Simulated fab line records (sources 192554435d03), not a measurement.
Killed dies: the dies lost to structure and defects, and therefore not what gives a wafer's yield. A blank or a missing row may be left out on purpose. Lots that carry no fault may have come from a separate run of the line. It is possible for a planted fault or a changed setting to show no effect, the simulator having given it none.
fab line records | flow n5-finfet
record: lots: 7 wafers: 39
route steps=1938 shown FIN_SAQP@96 DUMMY_GATE@243 HKMG_FIN@451 MOL_CONTACT_COAG@544 BEOL_M3@977 BEOL_M5@1191 BEOL_M7@1299
start-h: the number of hours between the record's first day and the start of the first shown wafer of the lot | wait-h: hours from the lot's prior step to this one | " same as the row above | L1.1+2: several wafers, shown together as one row | - no value present, or no start provided | * or withheld: withheld | < > ~ a bound
route shown NAME@n: names a module that has steps shown in the file, with the first one's number in the route | usual: mean/standard deviation taken from wafers without a fault | same: alike in all rows | chamber/n: place in a boat | sites: readings site by site | _std_site: the standard deviation of these | _edge_site: inner sites' mean taken away from outer sites' mean | radius-mm: for every site, how far away it sits from the centre of the wafer | mask NAME#n: copy n | behind: tool/chamber where the wafer was last shaped | hold: what put the lot on hold/how long, in hours/how the hold closed | device: which transistor (n, p or np) failed to switch | end of line: tests of these same wafers at the route's end | a step given without rows: its recipe and nothing more | killed: dies lost to structure and defects at the first sort, not the wafer's yield | map: dies across one wafer; x = killed, . = not, _ = none there
set.NAME: the run value of the setting; set.NAME@STEP: its run value at that earlier step | model.NAME: the simulator's own value behind a step, which no gauge read
lots run with intentionally changed settings; tables by step, rows by wafer
== steps ==
step: N5_FIN_SAQP_HM_DEP_03
recipe: material: SiNx target-thk-a: 380 temp-c: 400 precursor: SiH4/NH3/N2 pressure-torr: 1.5 rf-w: 300 time-s: 33.6
columns lot.wafer tool chamber start-h wait-h set.time-s model.SiNx_of_FIN_SAQP_HM_DEP_03.thk-nm
L076.1 pecvd-03 2 32.44 0.2 33.6 38.1
L076.5 " 2 " " 33.6 38.17
L076.6 " 0 " " 33.6 38.85
L078.1 pecvd-03 0 45.38 0.2 28.11 32.36
L078.2 " 2 " " 33.6 38.27
L078.3 " 1 " " 28.11 31.84
L078.4 " 2 " " 33.6 38.68
L078.5 " 0 " " 28.11 33.21
L078.6 " 1 " " 33.6 38.76
L083.1 pecvd-02 2 75.57 0.2 33.6 37.71
L083.2 " 1 " " 17.37 18.89
L083.3 " 0 " " 17.37 19.59
L083.4 " 2 " " 33.6 38.23
L083.5 " 1 " " 17.37 19.73
L083.6 " 0 " " 33.6 38.26
L086.1 pecvd-04 1 93.30 0.2 18.7 21.47
L086.2 " 2 " " 18.7 20.76
L086.3 " 1 " " 18.7 21.54
L086.4 " 2 " " 33.6 38.36
L086.5 " 1 " " 33.6 38.63
L086.6 " 2 " " 33.6 38.24
L090.1 pecvd-04 1 116.99 0.2 33.6 37.56
L090.2 " 0 " " 44.23 49.52
L090.3 " 2 " " 44.23 49.49
L090.4 " 1 " " 44.23 50.39
L090.5 " 0 " " 33.6 37.53
L090.6 " 2 " " 33.6 38.05
L091.1 pecvd-02 2 123.71 0.2 33.6 37.8
L091.2 " 1 " " 33.6 38.06
L091.3+4 " 0,1 " " 33.6 38.37
L091.5 " 2 " " 33.6 38.33
L091.6 " 0 " " 33.6 38.91
L095.1 pecvd-03 1 147.49 0.2 51.11 57.67
L095.2 " 2 " " 51.11 57.26
L095.3 " 0 " " 33.6 38.45
L095.4 " 0 " " 33.6 38.61
L095.5 " 1 " " 51.11 58.66
L095.6 " 2 " " 33.6 38.6
step: N5_FIN_SAQP_THK_MEAS_05
usual: thk-nm: 38.2/0.45
columns lot.wafer tool chamber start-h wait-h set.time-s@FIN_SAQP_HM_DEP_03 thk-nm
L076.1 film-metro-01 - 32.55 0.1 33.6 38.1
L076.5 " - " " 33.6 38.1
L076.6 " - " " 33.6 38.9
L078.1 film-metro-01 - 45.47 0.1 28.11 32.4
L078.2 " - " " 33.6 38.3
L078.3 " - " " 28.11 31.8
L078.4 " - " " 33.6 38.7
L078.5 " - " " 28.11 33.2
L078.6 " - " " 33.6 38.8
L083.1 film-metro-01 - 75.65 0.1 33.6 37.7
L083.2 " - " " 17.37 18.9
L083.3 " - " " 17.37 19.6
L083.4 " - " " 33.6 38.2
L083.5 " - " " 17.37 19.7
L083.6 " - " " 33.6 38.2
L086.1 film-metro-02 - 93.42 0.1 18.7 21.5
L086.2 " - " " 18.7 20.7
L086.3 " - " " 18.7 21.5
L086.4 " - " " 33.6 38.4
L086.5 " - " " 33.6 38.6
L086.6 " - " " 33.6 38.2
L090.1 film-metro-02 - 117.07 0.1 33.6 37.6
L090.2 " - " " 44.23 49.5
L090.3 " - " " 44.23 49.5
L090.4 " - " " 44.23 50.4
L090.5 " - " " 33.6 37.5
L090.6 " - " " 33.6 38.1
L091.1 film-metro-01 - 123.80 0.1 33.6 37.8
L091.2 " - " " 33.6 38.0
L091.3 " - " " 33.6 38.3
L091.4 " - " " 33.6 38.4
L091.5 " - " " 33.6 38.4
L091.6 " - " " 33.6 38.9
L095.1 film-metro-01 - 147.57 0.1 51.11 57.7
L095.2 " - " " 51.11 57.3
L095.3 " - " " 33.6 38.5
L095.4 " - " " 33.6 38.7
L095.5 " - " " 51.11 58.7
L095.6 " - " " 33.6 38.6
step: N5_FIN_SAQP_PECVD_47
recipe: material: a-Si target-thk-a: 450 temp-c: 400 precursor: SiH4/He pressure-torr: 3 rf-w: 100 time-s: 36.3
step: N5_FIN_SAQP_PECVD_48
recipe: material: SiNx target-thk-a: 250 temp-c: 400 precursor: SiH4/NH3/N2 pressure-torr: 1.5 rf-w: 300 time-s: 22.1
step: N5_FIN_SAQP_MANDREL2_REMOVE_60
recipe: chemistry: HBr/Cl2/O2 bt-time-s: 10 target: a-Si stop-on: SiNx endpoint: OES-SiCl over-etch-frac: 1 icp-w: 600 bias-w: 22 HBr_flow_sccm: 150 Cl2_flow_sccm: 80 O2_flow_sccm: 5 pressure-mtorr: 10
step: N5_FIN_SAQP_HM_OPEN_33
recipe: chemistry: CH3F/O2 target: SiNx mask-material: SiO2 target-depth-a: 494 time-s: 70.6 pressure-mtorr: 30 source-w: 395 bias-w: 73 Ar_flow_sccm: 150 CH3F_flow_sccm: 30 O2_flow_sccm: 20 ion-energy-ev: 120 ends: cleared
usual: etch-rf-on-time-s: 69.6/1.1
columns lot.wafer tool chamber start-h wait-h set.time-s@FIN_SAQP_HM_DEP_03 etch-rf-on-time-s model.etch.depth-nm
L076.1 rie-diel-02 3 38.46 0.1 33.6 69.1 37.47
L076.5 " 1 " " 33.6 69.2 37.52
L076.6 " 0 " " 33.6 71.6 38.18
L078.1 rie-diel-01 2 50.15 0.0 28.11 59.0 31.59
L078.2 " 1 " " 33.6 68.7 37.64
L078.3 " 0 " " 28.11 58.5 31.13
L078.4 " 3 " " 33.6 70.2 38.04
L078.5 " 1 " " 28.11 59.3 32.5
L078.6 " 0 " " 33.6 72.0 38.13
L083.1 rie-diel-06 0 80.53 0.0 33.6 69.0 37.04
L083.2 " 3 " " 17.37 34.1 18.26
L083.3 " 1 " " 17.37 35.8 18.95
L083.4 " 2 " " 33.6 68.6 37.54
L083.5 " 0 " " 17.37 36.0 19.11
L083.6 " 1 " " 33.6 71.1 37.61
L086.1 rie-diel-01 1 99.73 0.2 18.7 38.4 20.83
L086.2 " 0 " " 18.7 37.6 20.05
L086.3 " 3 " " 18.7 38.2 20.77
L086.4 " 2 " " 33.6 70.2 37.73
L086.5 " 0 " " 33.6 70.8 38
L086.6 " 3 " " 33.6 69.0 37.53
L090.1 rie-diel-02 0 121.97 0.0 33.6 69.5 36.87
L090.2 " 3 " " 44.23 90.9 48.85
L090.3 " 1 " " 44.23 89.7 48.84
L090.4 " 2 " " 44.23 92.5 49.77
L090.5 " 1 " " 33.6 68.4 36.86
L090.6 " 2 " " 33.6 68.9 37.41
L091.1 rie-diel-06 3 128.72 0.1 33.6 69.0 37.03
L091.2 " 2 " " 33.6 69.3 37.43
L091.3 " 1 " " 33.6 72.1 37.73
L091.4 " 0 " " 33.6 68.7 37.67
L091.5 " 2 " " 33.6 68.9 37.7
L091.6 " 3 " " 33.6 71.6 38.2
L095.1 rie-diel-02 2 152.13 0.0 51.11 104.9 57.03
L095.2 " 3 " " 51.11 104.7 56.57
L095.3 " 0 " " 33.6 70.9 37.78
L095.4 " 1 " " 33.6 70.5 37.98
L095.5 " 2 " " 51.11 106.4 57.99
L095.6 " 3 " " 33.6 69.9 37.91
step: N5_DUMMY_GATE_ETCH_31
recipe: chemistry: C4F6/O2 target: SiO2 mask-material: SOC target-depth-a: 825 time-s: 27.5 ion-energy-ev: 250 pressure-mtorr: 30 source-w: 345 bias-w: 185 Ar_flow_sccm: 300 C4F6_flow_sccm: 10 O2_flow_sccm: 10
columns lot.wafer tool chamber start-h wait-h set.target-depth-a model.etch.depth-nm model.SOC_of_DUMMY_GATE_COAT_34.thk-nm
L076.1 rie-diel-05 2 63.62 0.1 825 82.03 51.6
L076.5 " 0 " " 825 85.19 51.2
L076.6 " 3 " " 825 81.61 51.6
L078.1 rie-diel-05 0 71.66 0.2 825 84.25 51.6
L078.2 " 2 " " 427.7 42.87 56
L078.3 " 3 " " 825 81.32 52
L078.4 " 1 " " 427.7 43.84 55.6
L078.5 " 3 " " 427.7 42.12 55.8
L078.6 " 2 " " 825 82.33 51.8
L083.1 rie-diel-04 3 108.50 0.1 1311 132.5 46.4
L083.2 " 2 " " 825 81.43 51.4
L083.3 " 0 " " 1311 129.3 46.6
L083.4 " 1 " " 825 83.83 51.4
L083.5 " 3 " " 1311 132 46.4
L083.6 " 2 " " 825 81.43 51.6
L086.1 rie-diel-04 3 120.74 0.1 825 82.9 51.6
L086.2 " 2 " " 635.6 63.06 53.8
L086.3 " 0 " " 825 80.73 52
L086.4 " 1 " " 635.6 64.7 53.6
L086.5 " 1 " " 825 83.57 51.8
L086.6 " 2 " " 635.6 62.46 53.8
L090.1 rie-diel-04 1 143.36 0.0 1239 125.3 47.6
L090.2 " 0 " " 1239 119.9 48.2
L090.3 " 3 " " 825 82.26 51.8
L090.4 " 2 " " 1239 121.6 48
L090.5 " 2 " " 825 81.52 51.8
L090.6 " 1 " " 825 83.7 51.6
L091.1 rie-diel-04 2 148.57 0.0 1090 108.7 49.2
L091.2 " 3 " " 825 83.34 51.6
L091.3 " 1 " " 825 84.6 51.6
L091.4 " 0 " " 1090 108.2 49
L091.5 " 3 " " 825 84.04 51.4
L091.6 " 2 " " 1090 109.6 48.8
L095.1 rie-diel-03 1 173.01 0.0 825 82.22 51.8
L095.2 " 2 " " 988.4 98.85 50.2
L095.3 " 3 " " 825 83.73 51.8
L095.4 " 0 " " 988.4 99.03 50.2
L095.5 " 0 " " 988.4 99.14 50.2
L095.6 " 1 " " 825 82.74 51.8
step: N5_DUMMY_GATE_STRIP_41
recipe: chemistry: O2 power-w: 400 temp-c: 40 pressure-mtorr: 30 rf-frequency-hz: 6e+07 bias-power-w: 0 overash-fraction: 0.3 o2-flow-sccm: 225
step: N5_DUMMY_GATE_HM_OPEN_21
recipe: chemistry: CH3F/O2 target: SiNx target-depth-a: 1200 Ar_flow_sccm: 150 CH3F_flow_sccm: 30 O2_flow_sccm: 23 time-s: 171.4 pressure-mtorr: 30 source-w: 395 bias-w: 73 ion-energy-ev: 120.7
step: N5_DUMMY_GATE_ETCH_32
recipe: chemistry: CF4 target: SiO2 target-depth-a: 35 time-s: 3.9 ion-energy-ev: 350 pressure-mtorr: 10 icp-w: 800 bias-w: 400 cf4-flow-sccm: 80
step: N5_DUMMY_GATE_ETCH_23
recipe: chemistry: HBr/Cl2/O2 HBr_flow_sccm: 150 Cl2_flow_sccm: 80 O2_flow_sccm: 12 bias-w: 102 target-depth-a: 410 time-s: 22.3 target: poly-Si mask-material: SiO2 pressure-mtorr: 10 icp-w: 800
step: N5_DUMMY_GATE_ETCH_44
recipe: chemistry: HBr/O2 over-etch-frac: 0.7 target-depth-a: 1275 stop-on: SiO2 ion-energy-ev: 60 bias-w: 20 target: poly-Si mask-material: SiO2 pressure-mtorr: 20 icp-w: 400 HBr_flow_sccm: 120 O2_flow_sccm: 10
usual: oes-product-au: 0.730/0.012
columns lot.wafer tool chamber start-h wait-h set.target-depth-a@DUMMY_GATE_ETCH_31 oes-product-au
L076.1 rie-si-05 2 63.96 0.0 825 0.748
L076.5 " 3 " " 825 0.731
L076.6 " 2 " " 825 0.760
L078.1 rie-si-05 1 71.99 0.0 825 0.749
L078.2 " 2 " " 427.7 0.385
L078.3 " 3 " " 825 0.727
L078.4 " 1 " " 427.7 0.383
L078.5 " 3 " " 427.7 0.369
L078.6 " 2 " " 825 0.746
L083.1 rie-si-03 2 108.84 0.0 1311 0.729
L083.2 " 3 " " 825 0.733
L083.3 " 1 " " 1311 0.735
L083.4 " 0 " " 825 0.707
L083.5 " 1 " " 1311 0.721
L083.6 " 2 " " 825 0.713
L086.1 rie-si-01 0 121.07 0.0 825 0.734
L086.2 " 3 " " 635.6 0.682
L086.3 " 1 " " 825 0.726
L086.4 " 3 " " 635.6 0.723
L086.5 " 0 " " 825 0.737
L086.6 " 1 " " 635.6 0.684
L090.1 rie-si-03 3 143.70 0.0 1239 0.744
L090.2 " 1 " " 1239 0.718
L090.3 " 0 " " 825 0.714
L090.4 " 2 " " 1239 0.723
L090.5 " 0 " " 825 0.721
L090.6 " 3 " " 825 0.733
L091.1 rie-si-03 3 148.90 0.0 1090 0.739
L091.2 " 0 " " 825 0.706
L091.3 " 2 " " 825 0.722
L091.4 " 1 " " 1090 0.717
L091.5 " 3 " " 825 0.723
L091.6 " 0 " " 1090 0.709
L095.1 rie-si-03 3 173.35 0.0 825 0.724
L095.2 " 1 " " 988.4 0.737
L095.3 " 0 " " 825 0.712
L095.4 " 2 " " 988.4 0.734
L095.5 " 2 " " 988.4 0.728
L095.6 " 1 " " 825 0.733
step: N5_HKMG_FIN_ETCH_67
recipe: chemistry: N2/H2 target: SOC target-depth-a: 3889 stop-on: TiN ion-energy-ev: 100 bias-w: 61 pressure-mtorr: 30 source-w: 850 n2-flow-sccm: 200 h2-flow-sccm: 200
columns lot.wafer tool chamber start-h wait-h set.target-depth-a model.SOC_of_HKMG_FIN_COAT_66.thk-nm
L076.1 rie-diel-01 1 93.58 - 3889 16.2
L076.5 " 2 " " 3889 21.2
L076.6 " 1 " " 3889 15.6
L078.1 rie-diel-02 2 104.86 - 3889 9
L078.2 " 3 " " 3889 13
L078.3 " 1 " " 3889 14
L078.4 " 2 " " 3889 11.4
L078.5 " 1 " " 3889 13.8
L078.6 " 3 " " 3889 14.8
L083.1 rie-diel-06 0 139.67 - 3889 12.6
L083.2 " 2 " " 2639 105.6
L083.3 " 1 " " 3889 19.6
L083.4 " 3 " " 2639 109.6
L083.5 " 2 " " 2639 105
L083.6 " 1 " " 3889 16
L086.1 rie-diel-06 0 149.75 - 3889 10.4
L086.2+3+5 " 1,2,2 " " 6220 8.2
L086.4 " 3 " " 3889 15
L086.6 " 3 " " 3889 16.6
L090.1 rie-diel-02 1 172.92 - 3889 18.6
L090.2 " 3 " " 3889 17.8
L090.3 " 2 " " 3889 13
L090.4 " 1 " " 3889 14.4
L090.5 " 2 " " 3889 13.8
L090.6 " 3 " " 3889 18.8
L091.1 rie-diel-01 0 180.17 - 3889 21.2
L091.2 " 1 " " 3889 16.8
L091.3 " 3 " " 3889 14.6
L091.4 " 2 " " 3889 18
L091.5 " 2 " " 3889 18.8
L091.6 " 1 " " 3889 17.8
L095.1 rie-diel-02 2 204.98 - 2233 134.6
L095.2 " 0 " " 2233 132.2
L095.3 " 3 " " 2233 137.4
L095.4 " 1 " " 3889 14.8
L095.5 " 1 " " 3889 17.4
L095.6 " 0 " " 3889 11.2
step: N5_MOL_CONTACT_COAG_ALD_20
recipe: material: TiN target-thk-a: 15 temp-c: 400 ald-precursor-family: TiCl4 ald-co-reactant: NH3 pulse-time-s: 1 purge-time-s: 3 co-reactant-purge-time-s: 2 co-reactant-pulse-time-s: 2 ald-cycles: 68 pressure-torr: 3
columns lot.wafer tool chamber start-h wait-h set.ald-cycles model.TiN_of_MOL_CONTACT_COAG_ALD_20.thk-nm
L076.1 ald-metal-04 0 106.00 0.1 68 1.4
L076.5+6 " 3,2 " " 68 1.6
L078.1+3+6 ald-metal-04 0,1,3 117.02 0.1 68 1.4
L078.2+4+5 " 2,3,2 " " 68 1.6
L083.1+2+3+6 ald-metal-03 0,1,3,0 150.75 0.1 68 1.6
L083.4+5 " 2,3 " " 68 1.4
L086.1+3 ald-metal-04 0,2 161.03 0.1 68 1.6
L086.2+4+5+6 " 3,1,0,3 " " 68 1.4
L090.1+3+5 ald-metal-04 2,1,2 183.87 0.1 68 1.4
L090.2+4+6 " 0,0,1 " " 80 1.8
L091.1+2+3+4+5 ald-metal-04 0,1,2,3,2 192.32 0.1 68 1.4
L091.6 " 3 " " 68 1.6
L095.1+3+5 ald-metal-04 3,1,1 216.61 0.1 28 0.6
L095.2+4+6 " 0,2,0 " " 68 1.4
step: N5_BEOL_M3_VIA_ETCH_34
recipe: chemistry: C4F6/O2 target-depth-a: 694 mask-material: SOC pressure-mtorr: 15 ion-energy-ev: 250 taper-deg: 4 time-s: 65.9 source-w: 350 bias-w: 170 Ar_flow_sccm: 300 C4F6_flow_sccm: 10 O2_flow_sccm: 10
columns lot.wafer tool chamber start-h wait-h set.time-s model.etch.depth-nm model.SOC_of_BEOL_M3_COAT_67.thk-nm
L076.1 rie-diel-05 2 167.52 0.0 65.9 69.62 52
L076.5 " 2 " " 65.9 70.21 52
L076.6 " 1 " " 65.9 71.13 51.8
L078.1 rie-diel-03 1 179.11 0.0 36.37 38.21 55.6
L078.2 " 2 " " 65.9 69.63 52
L078.3 " 3 " " 65.9 70.5 51.8
L078.4 " 0 " " 36.37 38.16 55.4
L078.5 " 2 " " 36.37 38.14 55.6
L078.6 " 3 " " 65.9 71.06 51.4
L083.1 rie-diel-03 2 211.44 0.0 65.9 68.75 52.2
L083.2 " 0 " " 65.9 68.13 52.2
L083.3 " 3 " " 65.9 70.23 51.8
L083.4 " 1 " " 65.9 68.67 52
L083.5 " 3 " " 65.9 70.54 51.8
L083.6 " 0 " " 65.9 68.64 52
L086.1 rie-diel-03 0 222.08 0.0 65.9 68.67 51.8
L086.2 " 2 " " 88.67 92.95 49
L086.3 " 3 " " 88.67 93.98 48.8
L086.4 " 1 " " 65.9 68.29 51.8
L086.5 " 1 " " 65.9 69.04 51.8
L086.6 " 2 " " 88.67 92.77 49.2
L090.1 rie-diel-04 0 245.01 0.0 40.48 41.46 55.4
L090.2 " 1 " " 65.9 69.76 52
L090.3 " 2 " " 65.9 67.67 52.4
L090.4 " 3 " " 40.48 42.7 55
L090.5 " 0 " " 65.9 68.26 52.2
L090.6 " 1 " " 40.48 42.98 55.2
L091.1 rie-diel-04 3 255.83 0.0 65.9 69.76 51.8
L091.2 " 1 " " 47.12 49.78 54.2
L091.3 " 2 " " 47.12 48.94 54.4
L091.4 " 0 " " 65.9 67.74 52
L091.5 " 0 " " 65.9 67.01 52
L091.6 " 3 " " 47.12 49.3 54.2
L095.1 rie-diel-03 2 273.65 0.0 98.06 102.2 48.2
L095.2 " 1 " " 65.9 68.42 51.8
L095.3 " 3 " " 65.9 69.33 52
L095.4 " 2 " " 98.06 100.5 48.2
L095.5 " 3 " " 65.9 68.93 51.8
L095.6 " 1 " " 98.06 102 48.2
step: N5_BEOL_M5_DEP_56
recipe: material: SiCN target-thk-a: 80 temp-c: withheld precursor: 3MS/NH3 pressure-torr: 3 rf-w: 202 time-s: 14
columns lot.wafer tool chamber start-h wait-h set.target-thk-a model.SiCN_of_BEOL_M5_DEP_56.thk-nm
L076.1+5+6 pecvd-04 2,1,0 199.85 0.0 80 8
L078.1+6 pecvd-01 0 208.09 0.0 80 8
L078.2 " 1 " " 80 7.8
L078.3 " 2 " " 67.73 6.4
L078.4+5 " 2,1 " " 67.73 6.6
L083.1+3 pecvd-03 2,0 248.42 0.0 80 7.6
L083.2+4+5+6 " 1,0,1,2 " " 80 7.8
L086.1+2 pecvd-03 2,0 254.93 0.0 80 7.6
L086.3+4+5+6 " 1,2,0,1 " " 80 7.8
L090.1+2+3+5+6 pecvd-04 2,0,1,0,2 274.94 0.0 80 8
L090.4 " 1 " " 80 8.2
L091.1+2+4 pecvd-01 2,0,1 283.02 0.0 65.37 6.6
L091.3+6 " 1,2 " " 80 8
L091.5 " 0 " " 80 8.2
L095.1+6 pecvd-04 2,0 297.70 0.0 80 8
L095.2 " 1 " " 80 7.8
L095.3 " 0 " " 110.8 10.8
L095.4 " 2 " " 110.8 11.2
L095.5 " 1 " " 110.8 11
step: N5_BEOL_M7_DESCUM_33
recipe: chemistry: O2 time-s: 7 source-power-w: 50 bias-power-w: 20 pressure-mtorr: 20 rf-frequency-hz: 2.712e+07 temp-c: 40 resist: CAR-EUV o2-flow-sccm: 225
columns lot.wafer tool chamber start-h wait-h set.time-s model.CAR-EUV_of_BEOL_M7_COAT_22.thk-nm
L076.1+5+6 rie-diel-04 3,1,0 212.44 0.0 7 26
L078.1+3 rie-diel-05 2,1 222.30 0.0 5.368 26.6
L078.2+4 " 3,0 " " 7 26
L078.5 " 3 " " 7 25.8
L078.6 " 0 " " 5.368 26.8
L083.1 rie-diel-04 1 258.51 0.0 7 26
L083.2+5 " 0 " " 7 26.2
L083.3+4+6 " 3,2,1 " " 8.074 25.6
L086.1+3+4 rie-diel-03 0,2,3 267.40 0.0 7 26.2
L086.2+5+6 " 1,0,1 " " 8.974 25.2
L090.1+2+3+4+6 rie-diel-05 1,2,0,3,0 289.94 0.0 7 26.2
L090.5 " 1 " " 7 26
L091.1+3 rie-diel-04 3,0 296.96 0.0 7 26
L091.2 " 1 " " 7 25.8
L091.4+6 " 0,3 " " 9.885 24.6
L091.5 " 1 " " 9.885 24.4
L095.1+2+3 rie-diel-03 1,0,3 311.40 0.2 5.226 27
L095.4+5+6 " 0,3,1 " " 7 26
step: N5_BEOL_M7_ETCH_72
recipe: chemistry: N2/H2 target: underlayer target-depth-a: 65 mask-material: CAR-EUV time-s: 5.2 ion-energy-ev: 200 pressure-mtorr: 30 source-w: 840 bias-w: 150 n2-flow-sccm: 200 h2-flow-sccm: 200 ends: cleared
step: N5_BEOL_M7_ETCH_65
recipe: chemistry: CF4 target: SiARC target-depth-a: 156 mask-material: CAR-EUV time-s: 26 ion-energy-ev: 80 pressure-mtorr: 40 source-w: 545 bias-w: 36 Ar_flow_sccm: 100 cf4-flow-sccm: 100 ends: cleared
columns lot.wafer tool chamber start-h wait-h set.time-s@BEOL_M7_DESCUM_33 model.CAR-EUV_of_BEOL_M7_COAT_22.thk-nm
L076.1+5 rie-diel-04 3,1 212.49 0.0 7 11
L076.6 " 0 " " 7 11.2
L078.1+3+6 rie-diel-05 2,1,0 222.35 0.0 5.368 11.8
L078.2+4+5 " 3,0,3 " " 7 11
L083.1 rie-diel-04 1 258.56 0.0 7 11
L083.2 " 0 " " 7 11.2
L083.3+4+6 " 3,2,1 " " 8.074 10.6
L083.5 " 0 " " 7 11.4
L086.1+3+4 rie-diel-03 0,2,3 267.46 0.0 7 11.2
L086.2+5+6 " 1,0,1 " " 8.974 10.2
L090.1+2+3+4+5+6 rie-diel-05 1,2,0,3,1,0 289.99 0.0 7 11.2
L091.1+2 rie-diel-04 3,1 297.01 0.0 7 11
L091.3 " 0 " " 7 11.2
L091.4+5+6 " 0,1,3 " " 9.885 9.6
L095.1+2+3 rie-diel-03 1,0,3 311.45 0.0 5.226 12
L095.4+5 " 0,3 " " 7 11
L095.6 " 1 " " 7 11.2
== key ==
split: step: N5_FIN_SAQP_HM_DEP_03 setting: time-s stated: 33.6 by: wafer
response: step: N5_FIN_SAQP_HM_DEP_03 reading: model.SiNx_of_FIN_SAQP_HM_DEP_03.thk-nm change: +0.38 per: 1% r: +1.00
response: step: N5_FIN_SAQP_THK_MEAS_05 reading: thk-nm change: * per: 1% r: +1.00
response: step: N5_FIN_SAQP_HM_OPEN_33 reading: etch-rf-on-time-s change: * per: 1% r: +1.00
response: step: N5_FIN_SAQP_HM_OPEN_33 reading: model.etch.depth-nm change: +0.381 per: 1% r: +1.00
split: step: N5_DUMMY_GATE_ETCH_31 setting: target-depth-a stated: 825 by: wafer
response: step: N5_DUMMY_GATE_ETCH_31 reading: model.etch.depth-nm change: +0.814 per: 1% r: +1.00
response: step: N5_DUMMY_GATE_ETCH_31 reading: model.SOC_of_DUMMY_GATE_COAT_34.thk-nm change: -0.0814 per: 1% r: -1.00
response: step: N5_DUMMY_GATE_ETCH_44 reading: oes-product-au shape: bent at-lowest: 0.379 at-stated: 0.729 at-highest: 0.728
split: step: N5_HKMG_FIN_ETCH_67 setting: target-depth-a stated: 3889 by: wafer
response: step: N5_HKMG_FIN_ETCH_67 reading: model.SOC_of_HKMG_FIN_COAT_66.thk-nm shape: bent at-lowest: 134.7 at-stated: 15.54 at-highest: 8.2
split: step: N5_MOL_CONTACT_COAG_ALD_20 setting: ald-cycles stated: 68 by: wafer
response: step: N5_MOL_CONTACT_COAG_ALD_20 reading: model.TiN_of_MOL_CONTACT_COAG_ALD_20.thk-nm change: +0.0143 per: 1% r: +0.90
split: step: N5_BEOL_M3_VIA_ETCH_34 setting: time-s stated: 65.9 by: wafer
response: step: N5_BEOL_M3_VIA_ETCH_34 reading: model.etch.depth-nm change: +0.689 per: 1% r: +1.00
response: step: N5_BEOL_M3_VIA_ETCH_34 reading: model.SOC_of_BEOL_M3_COAT_67.thk-nm change: -0.0797 per: 1% r: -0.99
split: step: N5_BEOL_M5_DEP_56 setting: target-thk-a stated: 80 by: wafer
response: step: N5_BEOL_M5_DEP_56 reading: model.SiCN_of_BEOL_M5_DEP_56.thk-nm change: +0.0811 per: 1% r: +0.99
split: step: N5_BEOL_M7_DESCUM_33 setting: time-s stated: 7 by: wafer
response: step: N5_BEOL_M7_DESCUM_33 reading: model.CAR-EUV_of_BEOL_M7_COAT_22.thk-nm change: -0.0349 per: 1% r: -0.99
response: step: N5_BEOL_M7_ETCH_65 reading: model.CAR-EUV_of_BEOL_M7_COAT_22.thk-nm change: -0.0358 per: 1% r: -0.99
